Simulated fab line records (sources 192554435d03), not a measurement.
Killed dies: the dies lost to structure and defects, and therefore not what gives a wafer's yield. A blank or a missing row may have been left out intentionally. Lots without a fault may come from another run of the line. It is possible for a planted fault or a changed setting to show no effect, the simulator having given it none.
fab line records ; flow n5Finfet
[record] lots = 5; wafers = 15; lastDay = 16
route steps=1938 shown BEOL_M0@734 BEOL_M1@751 BEOL_M4@1111 PASSIVATION@1936
lots that met no fault: from a run of the same line without faults
startH: hours from the record's first day to the start of the lot's first wafer shown ; waitH: hours elapsed since this lot's preceding step ; " repeats the value in the row above ; L1.1+2: several wafers, shown together as one row ; - no value present, or no start provided ; * or withheld: withheld ; < > ~ a bound
route shown NAME@n: NAME is a module with steps in the file, n the number in the route of the first one ; usual: average and standard deviation across the fault-free wafers ; same: alike in all rows ; chamber/n: place in a boat ; sites: readings site by site ; _std_site: standard deviation across them ; _edge_site: the outer-site mean with the inner-site mean subtracted ; radiusMm: how far each site lies from the wafer's centre ; mask NAME#n: copy n ; behind: tool/chamber where the wafer was last shaped ; hold: why the lot was held/for how many hours/how that ended ; device: names the non-switching transistor (n, p or np) ; end of line: tests run on the same wafers once the route is complete ; a step without rows: its recipe alone ; killed: the dies lost at the first sort to structure and to defects; this is not the yield of the wafer ; map: dies across one wafer; x = killed, . = not, _ = none there
set.NAME: the setting the step ran with; set.NAME@STEP: the setting that earlier step ran with ; model.NAME: the simulator's own value behind a step, which no gauge read
lots at some steps of the route; a table a step, a row a wafer
services: from which hour (startH, from the record's first day; less than 0 if before it) a tool's chamber was out of use, for how many hours, and why
[[steps]]
[step N5_BEOL_M0_SPUTTER_116]
[recipe] material = Cu; targetThkA = 40; tempC = -20; chamberPressurePa = 0.07; powerW = withheld; timeS = 7.37
[step N5_BEOL_M0_ANNEAL_117]
[recipe] tempC = 400; timeS = 60; ambient = vacuum
[step N5_BEOL_M0_SPUTTER_132]
[recipe] material = Cu; targetThkA = 40; tempC = -20; chamberPressurePa = 0.07; powerW = withheld; timeS = 7.37
[step N5_BEOL_M0_ANNEAL_133]
[recipe] tempC = 400; timeS = 60; ambient = vacuum
[step N5_BEOL_M0_SPUTTER_134]
[recipe] material = Cu; targetThkA = 40; tempC = -20; chamberPressurePa = 0.07; powerW = withheld; timeS = 7.37
[step N5_BEOL_M0_ANNEAL_135]
[recipe] tempC = 400; timeS = 60; ambient = vacuum
[step N5_BEOL_M0_SPUTTER_141]
[recipe] material = Cu; targetThkA = 40; tempC = -20; chamberPressurePa = 0.07; powerW = withheld; timeS = 7.37
[step N5_BEOL_M0_ECD_118]
[recipe] material = Cu; targetThkA = 3000
[step N5_BEOL_M0_ANNEAL_119]
[recipe] tempC = 225; timeS = 90; ambient = N2
[step N5_BEOL_M0_CMP_120]
[recipe] stopOn = SiOC; tOverpolishS = 6.9; downForcePsi = 1; platenRpm = 50; clearingPlatenDownForcePsi = 1.5; clearingPlatenRpm = 50; postCmpClean = cuAlkaline; clearingPlatenPadVelocityMS = 0.99484; padVelocityMS = 0.99484
[step N5_BEOL_M0_PRE_CLEAN_131]
[recipe] gas = NH3/H2; timeS = 15; tempC = *; rfPowerW = 300
[step N5_BEOL_M0_CO_CAP_123]
[recipe] material = Co; targetThkA = 20; tempC = 200; precursor = CCTBA/H2; pressureTorr = 30; timeS = 102.1
[usual] heaterPowerW = 235/15
lot.wafer;tool;chamber;startH;waitH;heaterPowerW
L590.1;cvdCo-01;2;146.08;0.0;233
L590.3;cvdCo-01;0;146.08;0.0;218
L590.5;cvdCo-01;1;146.08;0.0;216
L604.3;cvdCo-02;0;225.43;0.0;262
L604.5;cvdCo-02;0;225.43;0.0;259
L604.6;cvdCo-02;1;225.43;0.0;252
L603.2;cvdCo-01;0;225.89;0.0;221
L603.3;cvdCo-01;1;225.89;0.0;205
L603.6;cvdCo-01;0;225.89;0.0;221
L606.1;cvdCo-01;2;238.02;0.0;238
L606.2;cvdCo-01;0;238.02;0.0;221
L606.3;cvdCo-01;1;238.02;0.0;219
L607.1;cvdCo-01;2;245.16;0.0;243
L607.4;cvdCo-01;0;245.16;0.0;216
L607.6;cvdCo-01;2;245.16;0.0;235
[step N5_BEOL_M0_PRE_CLEAN_124]
[recipe] gas = NH3; timeS = 15; tempC = withheld; rfPowerW = 300
[step N5_BEOL_M0_DEP_125]
[recipe] material = SiCN; targetThkA = 80; tempC = withheld; precursor = 3MS/NH3; pressureTorr = 3; rfW = 202; timeS = 14
[step N5_BEOL_M0_INSPECT_127]
[recipe] inspectInstrument = darkfield; mode = postDep
[usual] rawDefectCount = 72/25
lot.wafer;tool;chamber;startH;waitH;rawDefectCount
L590.1;defectInspect-01;-;146.29;0.0;50
L590.3;defectInspect-01;-;146.29;0.0;104
L590.5;defectInspect-01;-;146.29;0.0;75
L604.3;defectInspect-02;-;225.64;0.0;82
L604.5;defectInspect-02;-;225.64;0.0;37
L604.6;defectInspect-02;-;225.64;0.0;43
L603.2;defectInspect-02;-;226.10;0.0;322
L603.3;defectInspect-02;-;226.10;0.0;379
L603.6;defectInspect-02;-;226.10;0.0;379
L606.1;defectInspect-01;-;238.23;0.0;358
L606.2;defectInspect-01;-;238.23;0.0;410
L606.3;defectInspect-01;-;238.23;0.0;397
L607.1;defectInspect-01;-;245.37;0.0;378
L607.4;defectInspect-01;-;245.37;0.0;399
L607.6;defectInspect-01;-;245.37;0.0;412
[step N5_BEOL_M1_ILD_DEP_00]
[recipe] material = SiOC; targetThkA = 790; tempC = 350; precursor = DEMS/O2; pressureTorr = 5; rfW = 500; timeS = 15.3
[step N5_BEOL_M1_PECVD_72]
[recipe] material = SiO2; targetThkA = 160; tempC = 400; precursor = TEOS/O2; pressureTorr = 5.5; rfW = 450; teosFlowSccm = 53.8; gas = O2; flowSccm = 3000; timeS = 18
[step N5_BEOL_M1_HM_DEP_02]
[recipe] material = TiN; targetThkA = 200; tempC = 25; chamberPressurePa = 0.49996
[step N5_BEOL_M1_COAT_61]
[recipe] resist = SOC; tempC = 250; timeS = 60; spinRpm = 1500; resistThkNm = 60
[step N5_BEOL_M1_COAT_62]
[recipe] resist = SiARC; tempC = 220; timeS = 60; spinRpm = 1500; resistThkNm = 12
[step N5_BEOL_M1_COAT_73]
[recipe] resist = underlayer; tempC = 205; timeS = 60; spinRpm = 1500; resistThkNm = 5
[step N5_BEOL_M1_COAT_05]
[recipe] resist = CAR-EUV; spinRpm = 1500; resistThkNm = 30
[step N5_BEOL_M1_EBR_07]
[recipe] solvent = PGMEA; ebrWidthMm = 1.5
[step N5_BEOL_M1_SOFTBAKE_06]
[recipe] tempC = 110; timeS = 60; resist = CAR-EUV
[step N5_BEOL_M1_EXPOSE_08]
[recipe] maskId = M1; na = 0.33; sourceShape = dipole; sigmaInner = 0.369; sigmaOuter = 0.767; polarization = unpolarized; doseMj = 33
[step N5_BEOL_M1_PEB_09]
[recipe] pebTempC = 100; pebTimeS = 60; resist = CAR-EUV
[step N5_BEOL_M1_DEVELOP_10]
[recipe] developTimeS = 30; developer = TMAH; resist = CAR-EUV; rinseLiquid = surfactantRinse; dry = airSpin; devTempC = 23
[step N5_BEOL_M1_INSPECT_13]
[recipe] mode = adi; inspectInstrument = brightfield
[usual] rawDefectCount = 433/110
lot.wafer;tool;chamber;startH;waitH;rawDefectCount
L590.1;defectInspect-02;-;148.58;0.1;474
L590.3;defectInspect-02;-;148.58;0.1;461
L590.5;defectInspect-02;-;148.58;0.1;389
L604.3;defectInspect-02;-;226.83;0.0;401
L604.5;defectInspect-02;-;226.83;0.0;377
L604.6;defectInspect-02;-;226.83;0.0;307
L603.2;defectInspect-02;-;227.11;0.1;829
L603.3;defectInspect-02;-;227.11;0.1;736
L603.6;defectInspect-02;-;227.11;0.1;711
L606.1;defectInspect-02;-;239.24;0.1;679
L606.2;defectInspect-02;-;239.24;0.1;815
L606.3;defectInspect-02;-;239.24;0.1;809
L607.1;defectInspect-02;-;250.15;0.1;784
L607.4;defectInspect-02;-;250.15;0.1;837
L607.6;defectInspect-02;-;250.15;0.1;871
[step N5_BEOL_M1_DESCUM_16]
[recipe] chemistry = O2; timeS = 7; sourcePowerW = 50; biasPowerW = 20; pressureMtorr = 20; rfFrequencyHz = 2.712e+07; tempC = 40; resist = CAR-EUV; o2FlowSccm = 225
[step N5_BEOL_M1_ETCH_74]
[recipe] chemistry = N2/H2; target = underlayer; targetDepthA = 65; maskMaterial = CAR-EUV; timeS = 5.2; ionEnergyEv = 200; pressureMtorr = 30; sourceW = 840; biasW = 150; n2FlowSccm = 200; h2FlowSccm = 200; ends = cleared
[step N5_BEOL_M1_ETCH_63]
[recipe] chemistry = CF4; target = SiARC; targetDepthA = 156; maskMaterial = CAR-EUV; timeS = 26; ionEnergyEv = 80; pressureMtorr = 40; sourceW = 545; biasW = 36; Ar_flow_sccm = 100; cf4FlowSccm = 100; ends = cleared
[step N5_BEOL_M1_ETCH_64]
[recipe] chemistry = N2/H2; target = SOC; targetDepthA = 750; overetchA = 150; maskMaterial = SiARC; tempC = 40; timeS = 112.5; ionEnergyEv = 200; pressureMtorr = 30; sourceW = 840; biasW = 150; n2FlowSccm = 200; h2FlowSccm = 200
[step N5_BEOL_M1_STRIP_65]
[recipe] chemistry = N2/H2; tempC = 40; n2FlowSccm = 200; h2FlowSccm = 200; rfFrequencyHz = 6e+07
[step N5_BEOL_M1_STRIP_75]
[recipe] chemistry = N2/H2; tempC = 40; n2FlowSccm = 200; h2FlowSccm = 200; rfFrequencyHz = 6e+07
[step N5_BEOL_M1_STRIP_66]
[recipe] chemistry = CF4; resist = SiARC; powerW = 300; biasPowerW = 75; pressureMtorr = 50; cf4FlowSccm = 150; rfFrequencyHz = 6e+07
[step N5_BEOL_M1_HM_OPEN_17]
[recipe] chemistry = Cl2/BCl3; targetDepthA = 200; overetchA = 60; target = TiN; maskMaterial = SOC; ionEnergyEv = 150; pressureMtorr = 10; icpW = 1000; biasW = 126; Cl2_flow_sccm = 53.25; bcl3FlowSccm = 21.75; Ar_flow_sccm = 25
[step N5_BEOL_M1_STRIP_19]
[recipe] chemistry = O2; powerW = 400; tempC = 40; pressureMtorr = 30; rfFrequencyHz = 6e+07; biasPowerW = 0; overashFraction = 0.2; o2FlowSccm = 225
[step N5_BEOL_M1_INSPECT_30]
[recipe] mode = adi; inspectInstrument = brightfield
[usual] rawDefectCount = 440/110
lot.wafer;tool;chamber;startH;waitH;rawDefectCount
L590.1;defectInspect-02;-;149.46;0.1;455
L590.3;defectInspect-02;-;149.46;0.1;455
L590.5;defectInspect-02;-;149.46;0.1;420
L604.3;defectInspect-02;-;227.72;0.0;407
L604.5;defectInspect-02;-;227.72;0.0;381
L604.6;defectInspect-02;-;227.72;0.0;302
L603.2;defectInspect-02;-;227.98;0.0;856
L603.3;defectInspect-02;-;227.98;0.0;751
L603.6;defectInspect-02;-;227.98;0.0;703
L606.1;defectInspect-01;-;240.15;0.1;709
L606.2;defectInspect-01;-;240.15;0.1;885
L606.3;defectInspect-01;-;240.15;0.1;909
L607.1;defectInspect-01;-;251.78;0.1;813
L607.4;defectInspect-01;-;251.78;0.1;867
L607.6;defectInspect-01;-;251.78;0.1;914
[step N5_BEOL_M4_RC_MEAS_101]
[usual] DIBL_N = 36.6/2.1; DIBL_P = 36.3/2.2; IOFF_N = 0.16/0.036; IOFF_P = 0.21/0.038; ION_N = 671/12; ION_P = 460/7.5; SS_N = 71.8/0.72; SS_P = 73.3/0.72; VT_N = 250/3.2; VT_P = -250/3.5
lot.wafer;tool;chamber;startH;waitH;DIBL_N[mV/V];DIBL_P[mV/V];IOFF_N[nA/um];IOFF_P[nA/um];ION_N[uA/um];ION_P[uA/um];SS_N[mV/dec];SS_P[mV/dec];VT_N[mV];VT_P[mV]
L590.1;prober-01;0;185.40;0.0;35.3;34.1;0.12;0.16;662;451;71.5;72.3;253;-252
L590.3;prober-01;0;185.40;0.0;37.1;36.1;0.16;0.19;669;452;71.6;72.5;250;-251
L590.5;prober-01;0;185.40;0.0;40.3;41.0;0.24;0.28;686;465;72.7;74.6;244;-250
L603.2;prober-02;0;272.52;0.2;33.8;34.7;0.15;0.21;684;470;71.4;73.4;248;-248
L603.3;prober-02;0;272.52;0.2;33.5;33.9;0.14;0.20;674;463;71.4;73.5;253;-250
L603.6;prober-02;0;272.52;0.2;33.7;32.8;0.14;0.18;662;453;71.3;72.9;255;-250
L604.3;prober-02;0;275.32;0.3;33.5;34.4;0.12;0.17;661;449;71.8;71.9;253;-254
L604.5;prober-02;0;275.32;0.3;36.6;37.1;0.17;0.21;667;452;71.8;74.0;251;-250
L604.6;prober-02;0;275.32;0.3;34.3;34.8;0.14;0.18;676;463;71.0;72.6;250;-251
L606.1;prober-02;0;282.89;0.0;32.8;32.3;0.11;0.16;660;457;70.5;72.7;257;-255
L606.2;prober-02;0;282.89;0.0;37.0;37.3;0.18;0.21;682;469;71.9;73.5;248;-252
L606.3;prober-02;0;282.89;0.0;39.4;39.0;0.23;0.25;684;459;73.6;73.8;247;-251
L607.1;prober-01;0;290.79;0.0;36.8;35.6;0.16;0.24;669;462;71.5;73.6;249;-249
L607.4;prober-01;0;290.79;0.0;33.8;31.9;0.11;0.18;635;448;71.4;71.7;256;-249
L607.6;prober-01;0;290.79;0.0;34.5;32.6;0.13;0.19;668;458;71.1;72.1;250;-248
[step N5_PASSIVATION_PROBE_49]
[usual] defectLimitedYield = 91.1/1.4; killed_at_M0_to_M3 = 33/9.1; killed_at_M4_up = 14/5.6; killedAtContacts = 13/5.7; killedAtFrontEnd = 42/12; killedAtOther = 4/3; killedDies = 105/16; killedOpen = 69/11; killedShort = 34/7.5; sort_bin_5_function = 5.2/0.91; sort_bin_6_memory = 3.3/0.64; sort_bin_8_speed = 0.0/0.37; sortNPass = 1075/16; sortYieldPct = 91.1/1.4
[same] grossDies = 1180; killedAtBackSide = 0; sort_bin_4_leakage[%] = 0
lot.wafer;tool;chamber;startH;waitH;defectLimitedYield[%];killed_at_M0_to_M3;killed_at_M4_up;killedAtContacts;killedAtFrontEnd;killedAtOther;killedDies;killedOpen;killedShort;sort_bin_5_function[%];sort_bin_6_memory[%];sort_bin_8_speed[%];sortNPass;sortYieldPct[%]
L590.1;prober-01;-;283.76;0.0;91.2;44;2;15;43;0;104;65;38;5.8;2.8;0;1076;91.2
L590.3;prober-01;-;283.86;0.1;90.9;38;6;13;44;6;107;72;33;5.6;3.1;0;1073;90.9
L590.5;prober-01;-;283.96;0.2;90.7;43;17;6;42;2;110;69;40;5.3;3.7;0;1070;90.7
L603.2;prober-01;-;368.31;0.1;86.0;110;12;4;31;8;165;59;19;8.8;4.0;0;1015;86.0
L603.3;prober-01;-;368.36;0.1;84.2;116;8;14;34;14;186;66;33;10.2;3.3;0;994;84.2
L603.6;prober-01;-;368.51;0.3;86.4;120;7;10;19;4;160;52;17;9.3;2.7;0;1020;86.4
L604.3;prober-01;-;378.34;0.1;90.5;26;24;11;45;6;112;72;39;5.8;3.3;0;1068;90.5
L604.5;prober-01;-;378.44;0.2;88.4;44;15;15;56;7;137;91;46;7.1;4.2;0;1043;88.4
L604.6;prober-01;-;378.49;0.3;89.1;23;22;15;60;9;129;82;46;6.8;3.7;0;1051;89.1
L606.1;prober-01;-;382.54;0.0;84.1;125;20;18;25;0;188;64;26;11.1;3.6;0;992;84.1
L606.2;prober-01;-;382.59;0.1;84.5;112;14;10;47;0;183;67;24;9.9;4.2;0;997;84.5
L606.3;prober-01;-;382.64;0.1;82.6;134;18;12;41;0;205;74;33;10.9;5.1;0;975;82.6
L607.1;prober-02;-;390.05;0.0;85.8;123;13;5;25;1;167;44;16;9.2;3.6;0;1013;85.8
L607.4;prober-02;-;390.20;0.2;85.3;124;16;11;19;4;174;59;20;9.9;3.9;4.3;955;80.9
L607.6;prober-02;-;390.30;0.3;83.3;125;13;6;48;5;197;62;35;11.3;4.4;0;983;83.3
// killed by level:class
L590.1 FIN_SAQP:geometricParticle:open=12 BEOL_M2:geometricParticle:open=10 FIN_SAQP:geometricParticle:short=9 MOL_CONTACT_COAG:geometricParticle:open=9 BEOL_M1:geometricParticle:open=7 STI_FIN_REVEAL:geometricParticle:open=6 BEOL_M1:geometricParticle:short=6 BEOL_M0_SAQP:geometricParticle:short=5
L590.3 BEOL_M2:geometricParticle:open=14 MOL_CONTACT_COAG:geometricParticle:open=11 FIN_SAQP:geometricParticle:short=10 FIN_SAQP:geometricParticle:open=9 STI_FIN_REVEAL:geometricParticle:open=9 BEOL_M0_SAQP:geometricParticle:short=7 BEOL_M0_SAQP:geometricParticle:open=7 BEOL_M1:geometricParticle:open=6
L590.5 BEOL_M2:geometricParticle:open=19 BEOL_M0_SAQP:geometricParticle:short=9 FIN_SAQP:geometricParticle:open=7 STI_FIN_REVEAL:geometricParticle:open=7 FIN_SAQP:geometricParticle:short=6 GATE_CUT:geometricParticle:short=6 BEOL_M1:geometricParticle:open=6 BEOL_M4:geometricParticle:open=5
L603.2 BEOL_M0:unspecified=87 STI_FIN_REVEAL:geometricParticle:open=13 BEOL_M1:geometricParticle:open=10 BEOL_M5:geometricParticle:open=5 BEOL_M0_SAQP:geometricParticle:open=5 FIN_CUT:geometricParticle:short=3 GATE_CUT:geometricParticle:open=3 MOL_CONTACT_COAG:geometricParticle:open=3
L603.3 BEOL_M0:unspecified=87 MOL_CONTACT_COAG:geometricParticle:open=13 STI_FIN_REVEAL:geometricParticle:open=8 BEOL_M0_SAQP:geometricParticle:short=6 FIN_SAQP:geometricParticle:open=5 BEOL_M2:geometricParticle:open=5 BEOL_M0:geometricParticle:open=4 BEOL_M1:geometricParticle:open=4
L603.6 BEOL_M0:unspecified=91 MOL_CONTACT_COAG:geometricParticle:open=9 BEOL_M0_SAQP:geometricParticle:short=8 BEOL_M3:geometricParticle:open=7 STI_FIN_REVEAL:geometricParticle:open=5 BEOL_M0_SAQP:geometricParticle:open=4 BEOL_M4:geometricParticle:open=4 DUMMY_GATE:geometricParticle:open=3
L604.3 BEOL_M4:geometricParticle:open=13 FIN_SAQP:geometricParticle:short=12 FIN_SAQP:geometricParticle:open=12 MOL_CONTACT_COAG:geometricParticle:open=8 BEOL_M1:geometricParticle:open=5 BEOL_M3:geometricParticle:open=5 DUMMY_GATE:geometricParticle:open=4 ILD0:geometricParticle:short=4
L604.5 STI_FIN_REVEAL:geometricParticle:open=18 FIN_SAQP:geometricParticle:open=12 MOL_CONTACT_COAG:geometricParticle:open=12 BEOL_M4:geometricParticle:open=10 BEOL_M2:geometricParticle:open=9 FIN_SAQP:geometricParticle:short=8 BEOL_M3:geometricParticle:open=8 BEOL_M0_SAQP:geometricParticle:short=8
L604.6 BEOL_M4:geometricParticle:open=14 MOL_CONTACT_COAG:geometricParticle:open=14 FIN_SAQP:geometricParticle:short=12 FIN_SAQP:geometricParticle:open=12 STI_FIN_REVEAL:geometricParticle:open=9 BEOL_M3:geometricParticle:open=8 BEOL_M0_SAQP:geometricParticle:short=7 GATE_CUT:geometricParticle:short=6
L606.1 BEOL_M0:unspecified=95 MOL_CONTACT_COAG:geometricParticle:open=18 BEOL_M4:geometricParticle:open=7 BEOL_M3:geometricParticle:open=7 BEOL_M1:geometricParticle:open=6 BEOL_M0_SAQP:geometricParticle:open=5 GATE_CUT:geometricParticle:short=4 BEOL_M0_SAQP:geometricParticle:short=4
L606.2 BEOL_M0:unspecified=88 STI_FIN_REVEAL:geometricParticle:open=14 MOL_CONTACT_COAG:geometricParticle:open=9 BEOL_M4:geometricParticle:open=9 BEOL_M1:geometricParticle:open=8 GATE_CUT:geometricParticle:short=7 BEOL_M2:geometricParticle:open=6 FIN_SAQP:geometricParticle:short=4
L606.3 BEOL_M0:unspecified=97 GATE_CUT:geometricParticle:short=13 MOL_CONTACT_COAG:geometricParticle:open=9 BEOL_M2:geometricParticle:open=9 BEOL_M0_SAQP:geometricParticle:open=8 BEOL_M4:geometricParticle:open=8 BEOL_M3:geometricParticle:open=7 STI_FIN_REVEAL:geometricParticle:open=6
L607.1 BEOL_M0:unspecified=107 STI_FIN_REVEAL:geometricParticle:open=6 BEOL_M4:geometricParticle:open=6 BEOL_M3:geometricParticle:open=5 BEOL_M0_SAQP:geometricParticle:open=5 STARTING-WAFER:geometricParticle:open=5 DUMMY_GATE:geometricParticle:open=4 GATE_CUT:geometricParticle:short=4
L607.4 BEOL_M0:unspecified=93 MOL_CONTACT_COAG:geometricParticle:open=9 BEOL_M1:geometricParticle:open=9 BEOL_M3:geometricParticle:open=7 BEOL_M2:geometricParticle:open=6 STI_FIN_REVEAL:geometricParticle:open=5 BEOL_M4:geometricParticle:short=5 GATE_CUT:geometricParticle:short=3
L607.6 BEOL_M0:unspecified=99 FIN_SAQP:geometricParticle:open=11 FIN_SAQP:geometricParticle:short=9 STI_FIN_REVEAL:geometricParticle:open=9 BEOL_M0_SAQP:geometricParticle:short=7 MOL_CONTACT_COAG:geometricParticle:open=6 BEOL_M3:geometricParticle:open=6 BEOL_M0_SAQP:geometricParticle:open=5
// map L603.3 (x killed, . not)
_________________........xx..________________
______________................x._____________
___________.x.x.......x............__________
__________.........x.....x....x....._________
________....................x....x...._______
_______........x........x..x........x..______
______............x.x.............xx...._____
_____xx.......x......................x...____
____........x.........x..............x...x___
___.......x...x...x..x..x..x...............__
___..........x...............x..........x.x__
__...............xx..............x...x....x._
__.x....................x.....x.........x..._
_........................x....x...x.....x....
_........x......x........x..x......x.........
_..................................x.........
_.............xx.xxxxx.................x.....
_x...........x..x.xxxxxxx....................
_...........xx....xxxxx.xx..............x.x..
_.x............x.xxxxxxxx..xx................
_...............xxxxxxxxxx....x...xx....x...x
__..........xxxxxxxxxxxxxxx................._
__......x......xxxxxxxxxxxx....x........x..._
___.........x....xxxxxxx.x..x.............x__
___.............xxxxxxxxxx............x....__
____..............xx.x..x.................___
_____.............x....x.x..x............____
______........x.......xx.x.xx..........._____
_______....x...............x...........______
________.x.................x..x......._______
__________......x......x............_________
___________.......................x__________
______________.................._____________
_________________............________________
// map L606.3 (x killed, . not)
_________________............________________
______________..............x..._____________
___________..........x......x......__________
__________.........................._________
________x.......................x....._______
_______.........x.......x.........x....______
______.........x.....x.......xx........._____
_____...............x....xx....xx........____
____x.....x.................x......x......___
___.x.........x........x....x....x....x....__
___..................................xx..xx__
__.x.....x.......................x..x......._
__...................x..xx.................._
_.......x.................x...x..............
_.......x.xx.x.x..............x........x.....
_.........x......x....x..........x...x.x.....
_..................x.x....x...x............x.
_..x.xx.....x....xxx.xx....x..x........x.....
_........x......x.xxxxxxx.x..........x.....x.
_.......xx.....xxxxxxxxxxx...x...............
_.....x.......xxxxxxxxxxxxx.x.......x..x.....
__....x........xxxxxxxxxx..xx....x.........._
__..x.......x...xxxxxxxxxxx..x..........x..._
___...........xxxxxxxxxx.xxx..x.....x......__
___............x.xxxxxxxxx.................__
____x.x.....x.x.xxx..xxxx....x...........x___
_____........x..x...x...xx.....x..x......____
______.....x.......x........x..x..x....._____
_______...x.......xx.............x.....______
________......................x......._______
__________x...............x......x.._________
___________...x.............x......__________
______________.....x............_____________
_________________..x.........________________
[[services]]
tool;chamber;startH;hours;kind
cvdCo-02;-;154.10;6.9;pm
cvdCo-01;-;171.84;39.5;repair
[[key]]
[firstSign] step = N5_BEOL_M0_INSPECT_127; reading = rawDefectCount; direction = up; sigmas = 12; usual = 72; struck = 382
[effect] step = N5_BEOL_M1_INSPECT_13; reading = rawDefectCount; direction = up; sigmas = 3.3; usual = 433; struck = 786
[effect] step = N5_BEOL_M1_INSPECT_30; reading = rawDefectCount; direction = up; sigmas = 3.5; usual = 440; struck = 823
[effect] step = N5_PASSIVATION_PROBE_49; reading = killed_at_M0_to_M3; direction = up; sigmas = 9.7; usual = 33; struck = 121
[moreKillsBornAt] N5_BEOL_M0_CO_CAP_123@cvdCo-01 = 844
metAt N5_BEOL_M0_CO_CAP_123
struckWafers L603.2,L603.3,L603.6,L606.1,L606.2,L606.3,L607.1,L607.4,L607.6
onsetBetween 146.08 225.89
alsoFits time
[fault] kind = chamberParticleSource; tool = cvdCo-01; chamber = -; onsetH = 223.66; steps = N5_BEOL_M0_CO_CAP_123; ratePerVisitCm2 = 0.4661; endH = 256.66
